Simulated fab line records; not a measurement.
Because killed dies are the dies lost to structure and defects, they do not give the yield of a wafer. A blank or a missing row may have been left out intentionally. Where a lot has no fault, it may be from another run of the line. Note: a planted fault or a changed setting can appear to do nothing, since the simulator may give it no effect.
Chamber matching    flow nand_harc    NHARC_A_CHANNEL_HOLE_D2_ETCH_44 on rie_diel-12 has 4 sister chambers
The step etches the open film in CF4/O2, target depth 140 nm, overetch 14 nm, time 77 s. 8 wafers are shown with their chamber, then 7 later ones without.

== EACH WAFER AND ITS CHAMBER ==
wafer   chamber  drypump_motor_current_A (A)  oes_product_au (a.u.)
L249.5  3        6.14                         1.005
L256.2  2        5.63                         0.987
L256.4  3        6.17                         1.015
L257.2  0        5.91                         1.004
L257.3  1        5.94                         1.013
L257.6  2        5.64                         0.983
L260.1  0        5.93                         1.005
L260.2  1        5.93                         1.011

== WAFERS WITHOUT THEIR CHAMBER ==
wafer   drypump_motor_current_A (A)  oes_product_au (a.u.)
L260.3  5.62                         0.976
L261.2  5.60                         0.990
L261.3  5.92                         1.011
L261.6  5.87                         1.003
L262.3  6.18                         1.009
L262.4  5.93                         1.014
L262.5  5.92                         1.001

== WHICH CHAMBER EACH ONE RAN IN ==
wafer    from the rows above       in truth
L260.3   2                         2
L261.2   2                         2
L261.3   can't be placed: 1 or 0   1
L261.6   can't be placed: 0 or 1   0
L262.3   3                         3
L262.4   can't be placed: 1 or 0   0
L262.5   0                         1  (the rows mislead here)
Placed correctly: 3 of 7. Cannot be placed on the basis of these rows: 3; the candidates contain the true chamber in 3. Number placed wrongly: 1.
How it was worked out, from the rows above alone: a wafer's distance from a chamber is the root of the sum, over the readings, of the square of ((its reading less the chamber's mean) divided by the reading's scatter). If the next closest chamber is less than 2 further off than the closest, the wafer can't be placed; otherwise it belongs to the closest. For every chamber, the mean is computed from those of its wafers that are shown. How the scatter is found: for the shown wafers, subtract from each reading the mean of its chamber, square and add these, divide the total by (wafers less chambers), then take the root.
